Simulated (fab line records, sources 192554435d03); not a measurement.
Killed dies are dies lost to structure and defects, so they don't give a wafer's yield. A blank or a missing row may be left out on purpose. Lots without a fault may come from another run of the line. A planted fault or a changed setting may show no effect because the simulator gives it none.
fab line records | flow n5_finfet
record lots=5 wafers=15 last_day=17
route steps=1938 shown BEOL_M7@1316 BEOL_M8@1332
lots that met no fault: from a run of the same line without faults
start_h: hours from the record's first day to the start of the lot's first wafer shown | wait_h: hours since the lot's step before | " the same as in the row above | L1.1+2: a row that stands for several wafers | - no value, or no start given | * or withheld: withheld | < > ~ a bound
route shown NAME@n: a module of which the file shows steps, and the number in the route of the first | usual: mean/standard deviation of fault-free wafers | same: alike in all rows | chamber/n: place in a boat | sites: the reading at each site | _std_site: their standard deviation | _edge_site: outer sites' mean less inner sites' | radius_mm: how far each site lies from the wafer's centre | mask NAME#n: copy n | behind: the tool/chamber that last shaped the wafer | hold: why the lot was held/for how many hours/how that ended | device: the transistor (n, p or np) that didn't switch | end of line: the same wafers' tests at the end of the route | a step without rows: its recipe alone | killed: dies lost to structure and defects at the first sort, not the wafer's yield | map: a wafer's dies, x killed, . not, _ none there
set.NAME: the setting as run; set.NAME@STEP: as run at that earlier step | model.NAME: the simulator's own value behind a step, which no gauge read
lots at some steps of the route; a table a step, a row a wafer
services: from which hour (start_h, from the record's first day; less than 0 if before it) a tool's chamber was out of use, for how many hours, and why
## steps
# step N5_BEOL_M7_CD_MEAS_35
# recipe target_cd_nm=40 polarity=opening
# usual cd_nm=39.9/0.66
# columns lot.wafer tool chamber start_h wait_h cd_nm
L079.2 cd_sem-02 - 226.52 0.0 41.2
L079.5 " - " " 40.5
L079.6 " - " " 40.8
L081.2 cd_sem-01 - 238.91 0.0 40.2
L081.5 " - " " 39.3
L081.6 " - " " 40.3
L084.2 cd_sem-01 - 261.29 0.0 39.8
L084.3 " - " " 39.4
L084.4 " - " " 40.3
L088.3 cd_sem-02 - 284.26 0.0 39.0
L088.4 " - " " 39.4
L088.6 " - " " 39.7
L095.2 cd_sem-03 - 330.85 0.0 40.7
L095.3 " - " " 39.7
L095.5 " - " " 40.1
# step N5_BEOL_M7_CURE_75
# recipe temp_c=370 time_s=120 ambient=DMADMS/He material=SiCOH_lowk
# usual lamp_power_pct=52.31/0.057 wafer_temp_C_max=371.5/0.47
# columns lot.wafer tool chamber start_h wait_h lamp_power_pct wafer_temp_C_max
L079.2 uv_cure-03 0 226.61 0.1 52.32 371.1
L079.5 " 0 " " 52.28 371.4
L079.6 " 0 " " 52.35 370.6
L081.2 uv_cure-01 0 239.01 0.1 52.30 372.0
L081.5 " 0 " " 52.27 372.5
L081.6 " 0 " " 52.32 371.9
L084.2 uv_cure-02 0 261.38 0.1 52.34 371.3
L084.3 " 0 " " 52.27 371.6
L084.4 " 0 " " 52.37 371.7
L088.3 uv_cure-03 0 284.40 0.1 52.38 371.3
L088.4 " 0 " " 52.33 371.5
L088.6 " 0 " " 52.27 370.9
L095.2 uv_cure-03 0 330.94 0.1 52.26 370.8
L095.3 " 0 " " 52.28 371.1
L095.5 " 0 " " 52.38 371.0
# step N5_BEOL_M7_DEGAS_44
# recipe ambient=vacuum temp_c=250 time_s=60
# usual heater_power_w=327/38
# columns lot.wafer tool chamber start_h wait_h heater_power_w
L079.2 pvd_sputter-03 - 226.90 0.2 310
L079.5 " - " " 298
L079.6 " - " " 335
L081.2 pvd_sputter-01 - 239.71 0.7 312
L081.5 " - " " 391
L081.6 " - " " 293
L084.2 pvd_sputter-01 - 261.81 0.4 296
L084.3 " - " " 313
L084.4 " - " " 379
L088.3 pvd_sputter-01 - 285.88 1.4 319
L088.4 " - " " 287
L088.6 " - " " 317
L095.2 pvd_sputter-01 - 332.49 1.5 367
L095.3 " - " " 308
L095.5 " - " " 377
# step N5_BEOL_M7_PRE_CLEAN_45
# recipe gas=H2/He time_s=30 temp_c=250
# usual heater_power_w=326/38
# columns lot.wafer tool chamber start_h wait_h heater_power_w
L079.2 pvd_sputter-03 - 226.94 0.0 316
L079.5 " - " " 298
L079.6 " - " " 334
L081.2 pvd_sputter-01 - 239.75 0.0 311
L081.5 " - " " 376
L081.6 " - " " 293
L084.2 pvd_sputter-01 - 261.85 0.0 294
L084.3 " - " " 310
L084.4 " - " " 384
L088.3 pvd_sputter-01 - 285.92 0.0 310
L088.4 " - " " 288
L088.6 " - " " 312
L095.2 pvd_sputter-01 - 332.53 0.0 386
L095.3 " - " " 321
L095.5 " - " " 392
# step N5_BEOL_M7_ALD_77
# recipe material=TaN target_thk_a=20 temp_c=275 ald_precursor_family=PDMAT ald_co_reactant=NH3 pressure_torr=3 carrier_flow_sccm=1500 pulse_time_s=2 purge_time_s=3 co_reactant_purge_time_s=2 co_reactant_pulse_time_s=3 ald_cycles=40 precursor_vessel_temp_c=75 precursor_vessel_pressure_torr=26.25 precursor_vessel_carrier_sccm=1000
# usual heater_power_w=461/44
# columns lot.wafer tool chamber start_h wait_h heater_power_w
L079.2 ald_metal-02 0 227.00 0.0 386
L079.5 " 3 " " 497
L079.6 " 0 " " 391
L081.2 ald_metal-01 2 239.83 0.1 456
L081.5 " 2 " " 442
L081.6 " 1 " " 458
L084.2 ald_metal-01 1 262.13 0.3 455
L084.3 " 2 " " 448
L084.4 " 3 " " 437
L088.3 ald_metal-01 1 285.98 0.0 466
L088.4 " 0 " " 444
L088.6 " 1 " " 442
L095.2 ald_metal-01 0 332.63 0.1 437
L095.3 " 1 " " 456
L095.5 " 2 " " 467
# step N5_BEOL_M7_SURFACE_TREAT_79
# recipe gas=Ar time_s=* ion_energy_ev=* ion_current_ma_cm2=0.5 pressure_mtorr=* ar_flow_sccm=30
# usual throttle_valve_pct=*
# columns lot.wafer tool chamber start_h wait_h throttle_valve_pct
L079.2 pvd_sputter-02 - 227.57 0.4 *
L079.5 " - " " *
L079.6 " - " " *
L081.2 pvd_sputter-01 - 240.19 0.2 *
L081.5 " - " " *
L081.6 " - " " *
L084.2 pvd_sputter-01 - 262.75 0.5 *
L084.3 " - " " *
L084.4 " - " " *
L088.3 pvd_sputter-03 - 286.29 0.2 *
L088.4 " - " " *
L088.6 " - " " *
L095.2 pvd_sputter-01 - 332.93 0.2 *
L095.3 " - " " *
L095.5 " - " " *
# step N5_BEOL_M7_CVD_78
# recipe material=Co target_thk_a=20 temp_c=withheld precursor=CCTBA/H2 pressure_torr=30 time_s=142.3
# columns lot.wafer tool chamber start_h wait_h
L079.2+5+6 cvd_co-01 2,2,0 227.95 0.4
L081.2+5+6 cvd_co-02 2,1,0 240.48 0.3
L084.2+3+4 cvd_co-01 2,0,1 262.82 0.1
L088.3+4+6 cvd_co-01 2,0,1 286.35 0.0
L095.2+3+5 cvd_co-01 0,1,2 333.29 0.3
# step N5_BEOL_M7_SPUTTER_48
# recipe material=Cu target_thk_a=100 temp_c=-20 bias_v=60 power_w=26000 chamber_pressure_pa=0.13 time_s=1.667
# usual chuck_sensor_temp_C=-16.1/0.54 throttle_valve_pct=29.9/0.89
# columns lot.wafer tool chamber start_h wait_h chuck_sensor_temp_C throttle_valve_pct
L079.2 pvd_sputter-02 - 228.29 0.3 -17.4 29.4
L079.5 " - " " -15.8 30.4
L079.6 " - " " -15.7 29.3
L081.2 pvd_sputter-03 - 241.06 0.5 -15.7 29.2
L081.5 " - " " -15.7 29.4
L081.6 " - " " -15.9 30.7
L084.2 pvd_sputter-01 - 262.95 0.1 -16.3 29.9
L084.3 " - " " -15.9 30.4
L084.4 " - " " -15.6 31.5
L088.3 pvd_sputter-01 - 286.50 0.1 -16.0 30.6
L088.4 " - " " -16.4 30.0
L088.6 " - " " -16.2 29.7
L095.2 pvd_sputter-01 - 333.47 0.1 -16.4 29.9
L095.3 " - " " -15.7 31.5
L095.5 " - " " -15.6 31.6
# step N5_BEOL_M7_ECD_50
# recipe material=Cu target_thk_a=3000
# columns lot.wafer tool chamber start_h wait_h
L079.2+5+6 ecd_cu-01 1,0,1 228.41 0.1
L081.2+5+6 ecd_cu-02 1,0,1 241.17 0.1
L084.2+3+4 ecd_cu-01 0,1,0 263.06 0.1
L088.3+4+6 ecd_cu-02 0,1,1 286.64 0.1
L095.2+3+5 ecd_cu-02 1 333.59 0.1
# step N5_BEOL_M7_ANNEAL_51
# recipe temp_c=225 time_s=90 ambient=N2
# usual wafer_temp_C_max=226.0/0.32
# columns lot.wafer tool chamber start_h wait_h wafer_temp_C_max
L079.2 rtp_anneal-01 0 228.64 0.2 225.9
L079.5 " 0 " " 226.6
L079.6 " 0 " " 226.4
L081.2 rtp_anneal-01 0 241.31 0.1 225.7
L081.5 " 0 " " 226.0
L081.6 " 0 " " 225.9
L084.2 rtp_anneal-02 0 263.81 0.7 225.9
L084.3 " 0 " " 226.0
L084.4 " 0 " " 225.9
L088.3 rtp_anneal-01 0 286.80 0.1 225.9
L088.4 " 0 " " 226.1
L088.6 " 0 " " 226.3
L095.2 rtp_anneal-02 0 333.89 0.3 225.9
L095.3 " 0 " " 225.5
L095.5 " 0 " " 225.8
# step N5_BEOL_M7_CMP_52
# recipe stop_on=SiCOH_lowk t_overpolish_s=6.9 down_force_psi=1 platen_rpm=50 clearing_platen_down_force_psi=1.5 clearing_platen_rpm=50 post_cmp_clean=cu_alkaline target_thk_nm=80 clearing_platen_pad_velocity_m_s=0.99484 pad_velocity_m_s=0.99484
# usual barrier_field_endpoint_s=29.3/0.7 motor_current_A=6.1/0.66 overpolish_run_s=6.900/0.0093 platen_rpm=50.00/0.036 slurry_filter_dp_kPa=13.52/0.14 time_to_endpoint_s=62.6/2.8
# columns lot.wafer tool chamber start_h wait_h barrier_field_endpoint_s motor_current_A overpolish_run_s platen_rpm slurry_filter_dp_kPa time_to_endpoint_s
L079.2 cmp-04 3 228.93 0.2 30.2 5.4 6.881 50.00 13.45 66.5
L079.6 " 2 " " 29.5 7.4 6.892 50.06 13.44 64.4
L079.5 " 3 " " 29.9 5.4 6.897 50.00 13.36 63.4
L081.2 cmp-04 0 241.68 0.3 29.4 6.4 6.893 49.98 13.60 60.9
L081.6 " 1 " " 29.5 5.7 6.894 49.96 13.40 60.2
L081.5 " 2 " " 30.3 7.2 6.923 49.99 13.28 57.0
L084.3 cmp-01 0 264.06 0.2 28.3 7.1 6.897 50.00 13.41 64.8
L084.4 " 2 " " 28.8 7.2 6.899 49.98 13.64 66.1
L084.2 " 3 " " 28.4 5.3 6.901 50.00 13.63 63.1
L088.3 cmp-03 2 287.10 0.3 29.4 5.8 6.892 49.97 13.49 64.7
L088.4 " 3 " " 28.7 5.6 6.899 49.95 13.42 60.4
L088.6 " 0 " " 28.7 5.3 6.890 50.02 13.29 63.0
L095.2 cmp-03 3 334.19 0.3 26.9 5.6 6.901 50.01 13.55 56.0
L095.3 " 0 " " 28.7 5.8 6.887 50.00 13.32 61.7
L095.5 " 3 " " 28.3 5.7 6.902 50.00 13.26 61.2
# step N5_BEOL_M7_THK_MEAS_53
# recipe thk_meas_gauge=xrf reads=Cu_of_BEOL_M7_ECD_50
# usual M7_THK=81.8/2.3
# columns lot.wafer tool chamber start_h wait_h M7_THK[nm]
L079.2 film_metro-02 - 229.19 - 80.1
L079.5 " - " " 82.7
L079.6 " - " " 79.1
L081.2 film_metro-02 - 241.86 - 83.5
L081.5 " - " " 83.0
L081.6 " - " " 86.4
L084.2 film_metro-01 - 264.36 - 80.2
L084.3 " - " " 81.7
L084.4 " - " " 83.6
L088.3 film_metro-02 - 287.32 - 86.6
L088.4 " - " " 81.1
L088.6 " - " " 86.3
L095.2 film_metro-01 - 334.45 - 84.9
L095.3 " - " " 79.8
L095.5 " - " " 81.8
# step N5_BEOL_M7_PRE_CLEAN_55
# recipe gas=NH3 time_s=15 temp_c=withheld rf_power_w=300
# columns lot.wafer tool chamber start_h wait_h
L079.2+5+6 pecvd-03 2,1,2 229.22 0.0
L081.2+5+6 pecvd-03 0,2,0 241.90 0.0
L084.2+3+4 pecvd-01 2,2,0 264.39 0.0
L088.3+4+6 pecvd-02 1,0,1 287.36 0.0
L095.2+3+5 pecvd-01 1,0,1 334.49 0.0
# step N5_BEOL_M7_DEP_56
# recipe material=SiCN target_thk_a=100 temp_c=withheld precursor=3MS/NH3 pressure_torr=3 rf_w=202 time_s=17.5
# usual showerhead_plenum_p_Torr=3.664/0.011 throttle_valve_pct=9.0/0.56
# columns lot.wafer tool chamber start_h wait_h showerhead_plenum_p_Torr throttle_valve_pct
L079.2 pecvd-03 2 229.25 0.0 3.669 8.3
L079.5 " 1 " " 3.663 9.6
L079.6 " 2 " " 3.677 8.0
L081.2 pecvd-03 0 241.92 0.0 3.660 8.8
L081.5 " 2 " " 3.657 8.1
L081.6 " 0 " " 3.655 9.1
L084.2 pecvd-01 2 264.43 0.0 3.668 8.5
L084.3 " 2 " " 3.664 8.1
L084.4 " 0 " " 3.663 9.2
L088.3 pecvd-02 1 287.38 0.0 3.682 9.6
L088.4 " 0 " " 3.671 8.7
L088.6 " 1 " " 3.673 10.0
L095.2 pecvd-01 1 334.51 0.0 3.641 9.3
L095.3 " 0 " " 3.663 9.4
L095.5 " 1 " " 3.641 8.8
# step N5_BEOL_M7_RS_MEAS_57
# recipe thk_meas_gauge=four-point-probe reads=Cu_of_BEOL_M7_ECD_50+Co_of_BEOL_M7_CVD_78+TaN_of_BEOL_M7_ALD_77
# usual M7_RS=0.290/0.0092
# columns lot.wafer tool chamber start_h wait_h M7_RS[ohm/sq]
L079.2 film_metro-02 - 229.32 0.1 0.301
L079.5 " - " " 0.288
L079.6 " - " " 0.304
L081.2 film_metro-02 - 241.99 0.1 0.280
L081.5 " - " " 0.285
L081.6 " - " " 0.269
L084.2 film_metro-01 - 264.52 0.1 0.297
L084.3 " - " " 0.292
L084.4 " - " " 0.283
L088.3 film_metro-02 - 287.45 0.1 0.272
L088.4 " - " " 0.293
L088.6 " - " " 0.272
L095.2 film_metro-02 - 334.58 0.1 0.279
L095.3 " - " " 0.299
L095.5 " - " " 0.291
# step N5_BEOL_M7_INSPECT_58
# recipe inspect_instrument=darkfield mode=post_dep
# usual raw_defect_count=77/24
# columns lot.wafer tool chamber start_h wait_h raw_defect_count
L079.2 defect_inspect-02 - 229.34 0.0 32
L079.5 " - " " 69
L079.6 " - " " 91
L081.2 defect_inspect-02 - 242.02 0.0 88
L081.5 " - " " 120
L081.6 " - " " 108
L084.2 defect_inspect-01 - 264.54 0.0 89
L084.3 " - " " 71
L084.4 " - " " 106
L088.3 defect_inspect-01 - 287.48 0.0 95
L088.4 " - " " 70
L088.6 " - " " 68
L095.2 defect_inspect-02 - 334.61 0.0 47
L095.3 " - " " 35
L095.5 " - " " 49
# step N5_BEOL_M8_ILD_DEP_00
# recipe material=SiCOH_lowk target_thk_a=1797.5 temp_c=300 precursor=DEMS/porogen pressure_torr=5 rf_w=500 time_s=33.4
# usual heater_power_w=343/39 showerhead_plenum_p_Torr=5.736/0.012 throttle_valve_pct=13.6/0.7
# columns lot.wafer tool chamber start_h wait_h heater_power_w showerhead_plenum_p_Torr throttle_valve_pct
L079.2 pecvd-04 1 229.38 0.0 333 5.733 13.3
L079.5 " 2 " " 317 5.733 13.3
L079.6 " 0 " " 276 5.724 14.2
L081.2 pecvd-04 0 242.05 0.0 296 5.721 14.2
L081.5 " 1 " " 374 5.730 13.4
L081.6 " 2 " " 251 5.734 13.4
L084.2 pecvd-04 2 264.58 0.0 324 5.740 13.2
L084.3 " 1 " " 330 5.735 13.7
L084.4 " 2 " " 323 5.745 13.1
L088.3 pecvd-01 0 287.51 0.0 301 5.741 14.1
L088.4 " 2 " " 383 5.757 13.0
L088.6 " 0 " " 314 5.736 14.2
L095.2 pecvd-03 0 334.64 0.0 368 5.735 13.9
L095.3 " 1 " " 374 5.727 14.5
L095.5 " 2 " " 376 5.730 12.1
# step N5_BEOL_M8_CURE_74
# recipe temp_c=385 time_s=240 ambient=He/Ar material=SiCOH_lowk
# usual lamp_power_pct=52.32/0.054 wafer_temp_C_max=386.6/0.48
# columns lot.wafer tool chamber start_h wait_h lamp_power_pct wafer_temp_C_max
L079.2 uv_cure-03 1 229.52 0.1 52.35 386.1
L079.5 " 1 " " 52.33 386.8
L079.6 " 1 " " 52.35 386.7
L081.2 uv_cure-02 2 242.20 0.1 52.29 387.1
L081.5 " 2 " " 52.28 387.3
L081.6 " 2 " " 52.39 386.5
L084.2 uv_cure-02 2 264.72 0.1 52.33 387.9
L084.3 " 2 " " 52.26 387.2
L084.4 " 2 " " 52.32 386.7
L088.3 uv_cure-02 1 287.74 0.2 52.31 385.8
L088.4 " 1 " " 52.31 386.3
L088.6 " 1 " " 52.28 386.0
L095.2 uv_cure-01 1 334.87 0.2 52.41 387.1
L095.3 " 1 " " 52.37 386.9
L095.5 " 1 " " 52.32 387.6
# step N5_BEOL_M8_THK_MEAS_01
# recipe reads=SiCOH_lowk_of_BEOL_M8_ILD_DEP_00
# usual M8_ILD_THK=154.8/2.1
# columns lot.wafer tool chamber start_h wait_h M8_ILD_THK[nm]
L079.2 film_metro-01 - 229.96 0.4 151.3
L079.5 " - " " 152.6
L079.6 " - " " 152.8
L081.2 film_metro-01 - 242.63 0.4 155.5
L081.5 " - " " 155.1
L081.6 " - " " 153.2
L084.2 film_metro-01 - 265.16 0.4 153.5
L084.3 " - " " 152.0
L084.4 " - " " 157.0
L088.3 film_metro-02 - 288.09 0.3 158.0
L088.4 " - " " 157.8
L088.6 " - " " 159.0
L095.2 film_metro-02 - 335.70 0.7 152.5
L095.3 " - " " 150.5
L095.5 " - " " 157.9
# step N5_BEOL_M8_PECVD_70
# recipe material=SiO2 target_thk_a=200 temp_c=400 precursor=TEOS/O2 pressure_torr=5.5 rf_w=450 teos_flow_sccm=53.8 gas=O2 flow_sccm=3000 time_s=22.7
# usual heater_power_w=780/70 showerhead_plenum_p_Torr=8.77/0.037 throttle_valve_pct=22.0/1.2
# columns lot.wafer tool chamber start_h wait_h heater_power_w showerhead_plenum_p_Torr throttle_valve_pct
L079.2 pecvd-04 0 229.99 0.0 787 8.75 22.6
L079.5 " 0 " " 737 8.75 22.8
L079.6 " 2 " " 742 8.75 21.2
L081.2 pecvd-01 2 242.67 0.0 870 8.83 20.3
L081.5 " 2 " " 862 8.81 20.4
L081.6 " 1 " " 858 8.71 22.7
L084.2 pecvd-03 0 265.19 0.0 842 8.73 22.4
L084.3 " 2 " " 822 8.79 19.7
L084.4 " 1 " " 833 8.77 23.6
L088.3 pecvd-01 0 288.13 0.0 755 8.80 22.8
L088.4 " 2 " " 800 8.83 20.7
L088.6 " 1 " " 859 8.69 22.6
L095.2 pecvd-04 0 335.74 0.0 696 8.73 23.0
L095.3 " 1 " " 685 8.78 21.2
L095.5 " 1 " " 697 8.81 21.6
# step N5_BEOL_M8_HM_DEP_02
# recipe material=TiN target_thk_a=200 temp_c=25 chamber_pressure_pa=0.49996
# usual throttle_valve_pct=30.0/0.92
# columns lot.wafer tool chamber start_h wait_h throttle_valve_pct
L079.2 pvd_sputter-02 - 230.06 0.1 30.5
L079.5 " - " " 29.1
L079.6 " - " " 29.3
L081.2 pvd_sputter-01 - 245.35 2.7 30.5
L081.5 " - " " 31.7
L081.6 " - " " 30.7
L084.2 pvd_sputter-02 - 266.14 0.9 29.0
L084.3 " - " " 29.3
L084.4 " - " " 29.4
L088.3 pvd_sputter-03 - 289.30 1.2 30.6
L088.4 " - " " 31.2
L088.6 " - " " 29.1
L095.2 pvd_sputter-02 - 337.90 2.1 30.3
L095.3 " - " " 29.3
L095.5 " - " " 29.0
# step N5_BEOL_M8_COAT_59
# recipe resist=SOC temp_c=250 time_s=60 spin_rpm=1500 resist_thk_nm=100
# usual plate_temp_C=250.00/0.18
# columns lot.wafer tool chamber start_h wait_h plate_temp_C
L079.2 litho_track-01 0 230.19 0.1 249.93
L079.5 " 0 " " 249.98
L079.6 " 0 " " 250.00
L081.2 litho_track-03 0 245.48 0.1 249.67
L081.5 " 0 " " 249.93
L081.6 " 0 " " 249.76
L084.2 litho_track-02 0 266.26 0.1 250.00
L084.3 " 0 " " 249.91
L084.4 " 0 " " 249.86
L088.3 litho_track-02 0 289.43 0.1 250.20
L088.4 " 0 " " 249.93
L088.6 " 0 " " 249.88
L095.2 litho_track-02 0 338.03 0.1 250.07
L095.3 " 0 " " 249.92
L095.5 " 0 " " 249.93
# step N5_BEOL_M8_COAT_60
# recipe resist=SiARC temp_c=220 time_s=60 spin_rpm=1500 resist_thk_nm=35
# usual plate_temp_C=220.00/0.18
# columns lot.wafer tool chamber start_h wait_h plate_temp_C
L079.2 litho_track-01 0 - - 219.94
L079.5 " 0 " " 220.12
L079.6 " 0 " " 220.19
L081.2 litho_track-03 0 - - 220.01
L081.5 " 0 " " 219.98
L081.6 " 0 " " 220.05
L084.2 litho_track-02 0 - - 219.92
L084.3 " 0 " " 220.34
L084.4 " 0 " " 219.72
L088.3 litho_track-02 0 - - 219.68
L088.4 " 0 " " 219.59
L088.6 " 0 " " 219.51
L095.2 litho_track-02 0 - - 219.86
L095.3 " 0 " " 220.12
L095.5 " 0 " " 219.82
# step N5_BEOL_M8_COAT_05
# recipe resist=CAR-ArF spin_rpm=1500 resist_thk_nm=90
# columns lot.wafer tool chamber start_h wait_h
L079.2+5+6 litho_track-01 0 - -
L081.2+5+6 litho_track-03 0 - -
L084.2+3+4 litho_track-02 0 - -
L088.3+4+6 litho_track-02 0 - -
L095.2+3+5 litho_track-02 0 - -
# step N5_BEOL_M8_EBR_07
# recipe solvent=PGMEA ebr_width_mm=1.5
# columns lot.wafer tool chamber start_h wait_h
L079.2+5+6 litho_track-01 0 - -
L081.2+5+6 litho_track-03 0 - -
L084.2+3+4 litho_track-02 0 - -
L088.3+4+6 litho_track-02 0 - -
L095.2+3+5 litho_track-02 0 - -
# step N5_BEOL_M8_SOFTBAKE_06
# recipe temp_c=110 time_s=60 resist=CAR-ArF
# usual plate_temp_C=110.02/0.12
# columns lot.wafer tool chamber start_h wait_h plate_temp_C
L079.2 litho_track-01 0 - - 109.96
L079.5 " 0 " " 109.98
L079.6 " 0 " " 109.95
L081.2 litho_track-03 0 - - 109.89
L081.5 " 0 " " 110.15
L081.6 " 0 " " 110.03
L084.2 litho_track-02 0 - - 110.10
L084.3 " 0 " " 109.79
L084.4 " 0 " " 110.02
L088.3 litho_track-02 0 - - 109.96
L088.4 " 0 " " 110.09
L088.6 " 0 " " 109.90
L095.2 litho_track-02 0 - - 110.07
L095.3 " 0 " " 110.15
L095.5 " 0 " " 110.04
# step N5_BEOL_M8_EXPOSE_08
# recipe mask_id=M8 na=1.35 source_shape=dipole sigma_inner=0.817 sigma_outer=0.97 polarization=te dose_mj=68.25
# usual exposure_dose_mJ_cm2=68.23/0.079 reticle_temp_C=23.00/0.11
# same dipole_opening_deg=35
# columns lot.wafer tool chamber start_h wait_h mask exposure_dose_mJ_cm2 reticle_temp_C
L079.2 arfi_scanner-01 0 230.44 - M8#0 68.23 23.06
L079.5 " 0 " " M8#0 68.13 23.09
L079.6 " 0 " " M8#0 68.22 23.23
L081.2 arfi_scanner-01 0 245.60 - M8#0 68.10 22.91
L081.5 " 0 " " M8#0 68.10 22.99
L081.6 " 0 " " M8#0 68.09 22.97
L084.2 arfi_scanner-03 0 266.58 - M8#0 68.25 22.91
L084.3 " 0 " " M8#0 68.27 22.81
L084.4 " 0 " " M8#0 68.30 23.10
L088.3 arfi_scanner-01 0 289.83 - M8#0 68.10 22.91
L088.4 " 0 " " M8#0 68.23 22.95
L088.6 " 0 " " M8#0 68.29 23.09
L095.2 arfi_scanner-02 0 338.28 - M8#0 68.40 22.96
L095.3 " 0 " " M8#0 68.42 22.98
L095.5 " 0 " " M8#0 68.28 22.85
# step N5_BEOL_M8_PEB_09
# recipe peb_temp_c=withheld peb_time_s=60 resist=CAR-ArF
# columns lot.wafer tool chamber start_h wait_h
L079.2+5+6 litho_track-03 0 230.49 0.0
L081.2+5+6 litho_track-03 0 245.66 0.0
L084.2+3+4 litho_track-03 0 266.63 0.0
L088.3+4+6 litho_track-03 0 289.88 0.0
L095.2+3+5 litho_track-03 0 338.33 0.0
# step N5_BEOL_M8_DEVELOP_10
# recipe develop_time_s=30 developer=TMAH resist=CAR-ArF rinse_liquid=diw dry=air_spin dev_temp_c=23
# columns lot.wafer tool chamber start_h wait_h
L079.2+5+6 litho_track-03 0 - -
L081.2+5+6 litho_track-03 0 - -
L084.2+3+4 litho_track-03 0 - -
L088.3+4+6 litho_track-03 0 - -
L095.2+3+5 litho_track-03 0 - -
# step N5_BEOL_M8_CD_MEAS_11
# recipe target_cd_nm=38.5 landing_energy_ev=500 detector=se_inlens polarity=opening
# usual cd_nm=38.7/0.53
# columns lot.wafer tool chamber start_h wait_h cd_nm
L079.2 cd_sem-02 0 230.56 - 39.2
L079.5 " 0 " " 39.2
L079.6 " 0 " " 39.7
L081.2 cd_sem-02 0 245.73 - 38.3
L081.5 " 0 " " 38.7
L081.6 " 0 " " 39.0
L084.2 cd_sem-03 0 266.70 - 38.5
L084.3 " 0 " " 38.4
L084.4 " 0 " " 38.8
L088.3 cd_sem-02 0 289.95 - 37.9
L088.4 " 0 " " 39.2
L088.6 " 0 " " 39.2
L095.2 cd_sem-02 0 338.40 - 39.8
L095.3 " 0 " " 38.4
L095.5 " 0 " " 38.0
# step N5_BEOL_M8_OVL_MEAS_12
# recipe points_per_wafer=44
# usual M8_OVL=0.1/0.82
# columns lot.wafer tool chamber start_h wait_h M8_OVL[nm]
L079.2 overlay-02 0 230.59 0.0 1.2
L079.5 " 0 " " 1.3
L079.6 " 0 " " 0.9
L081.2 overlay-02 0 245.76 0.0 -0.9
L081.5 " 0 " " 0.9
L081.6 " 0 " " -0.4
L084.2 overlay-01 0 266.73 0.0 0.5
L084.3 " 0 " " 0.3
L084.4 " 0 " " -0.2
L088.3 overlay-02 0 289.98 0.0 -1.4
L088.4 " 0 " " -1.1
L088.6 " 0 " " 0.2
L095.2 overlay-02 0 338.43 0.0 -0.8
L095.3 " 0 " " -1.1
L095.5 " 0 " " -0.6
# step N5_BEOL_M8_INSPECT_13
# recipe mode=adi inspect_instrument=brightfield
# usual raw_defect_count=411/92
# columns lot.wafer tool chamber start_h wait_h raw_defect_count
L079.2 defect_inspect-01 - 230.62 0.0 353
L079.5 " - " " 240
L079.6 " - " " 345
L081.2 defect_inspect-01 - 245.78 0.0 431
L081.5 " - " " 565
L081.6 " - " " 397
L084.2 defect_inspect-01 - 266.75 0.0 433
L084.3 " - " " 394
L084.4 " - " " 413
L088.3 defect_inspect-01 - 290.00 0.0 478
L088.4 " - " " 426
L088.6 " - " " 433
L095.2 defect_inspect-02 - 338.45 0.0 320
L095.3 " - " " 497
L095.5 " - " " 435
# step N5_BEOL_M8_DESCUM_16
# recipe chemistry=O2 time_s=7.9 source_power_w=50 bias_power_w=20 pressure_mtorr=20 rf_frequency_hz=2.712e+07 temp_c=40 resist=CAR-ArF o2_flow_sccm=225
# usual drypump_motor_current_A=5.8/0.43 o2_flow_sccm=225.0/0.67 oes_product_au=0.77/0.079 rf_vpp_V=243.3/0.96 showerhead_plenum_p_Torr=2.10/0.048 throttle_valve_pct=20.51/0.23
# columns lot.wafer tool chamber start_h wait_h drypump_motor_current_A o2_flow_sccm oes_product_au rf_hours_counter_h rf_vpp_V showerhead_plenum_p_Torr throttle_valve_pct
L079.2 rie_diel-02 2 230.65 0.0 6.7 224.5 0.74 189 244.1 2.17 20.86
L079.5 " 3 " " 5.2 225.9 0.70 - 243.8 2.09 20.36
L079.6 " 2 " " 6.6 225.0 0.75 - 243.4 2.17 20.86
L081.2 rie_diel-04 3 245.81 0.0 5.6 225.6 0.95 14 243.7 2.15 20.59
L081.5 " 3 " " 5.6 224.3 0.95 - 244.6 2.15 20.58
L081.6 " 0 " " 5.3 223.2 0.69 - 242.0 2.06 20.38
L084.2 rie_diel-04 0 267.19 0.4 5.3 225.2 0.68 235 244.4 2.05 20.41
L084.3 " 2 " " 6.0 225.0 0.76 133 243.4 2.08 20.10
L084.4 " 3 " " 5.6 224.5 0.94 21 242.7 2.15 20.60
L088.3 rie_diel-02 0 291.07 1.1 6.2 224.7 0.84 61 245.6 2.13 20.41
L088.4 " 1 " " 5.8 223.7 0.74 190 242.4 2.08 20.67
L088.6 " 3 " " 5.2 224.3 0.68 - 242.2 2.08 20.41
L095.2 rie_diel-04 2 338.52 0.1 5.9 225.6 0.74 161 243.0 2.07 20.16
L095.3 " 3 " " 5.6 225.5 0.88 46 243.0 2.14 20.64
L095.5 " 1 " " 5.5 224.8 0.76 - 243.6 2.08 20.62
## services
# columns tool chamber start_h hours kind
pvd_sputter-02 - 205.02 2.0 repair
uv_cure-02 - 210.46 2.8 pm
cvd_co-01 - 210.55 14.6 pm
pecvd-03 1 218.34 4.4 repair
arfi_scanner-01 - 219.31 0.8 pm
pecvd-04 2 237.47 1.8 repair
ald_metal-01 - 245.91 2.8 pm
pvd_sputter-01 - 246.25 3.0 repair
arfi_scanner-01 - 246.55 0.9 repair
pecvd-01 0 248.25 4.4 repair
uv_cure-02 - 252.87 0.4 repair
ecd_cu-02 - 254.73 1.0 repair
pecvd-01 1 260.05 5.9 repair
pecvd-03 - 273.89 2.8 pm
uv_cure-02 - 293.88 0.3 repair
ald_metal-01 1 296.00 6.9 repair
ald_metal-01 - 307.34 1.3 repair
arfi_scanner-01 - 310.16 1.0 pm
arfi_scanner-01 - 311.54 1.3 pm
arfi_scanner-01 - 313.44 3.4 repair
ecd_cu-02 - 323.49 0.7 repair
cvd_co-01 0 323.60 8.0 repair
pvd_sputter-01 - 335.05 1.8 repair
ald_metal-01 - 337.25 14.0 pm
## key
fault none
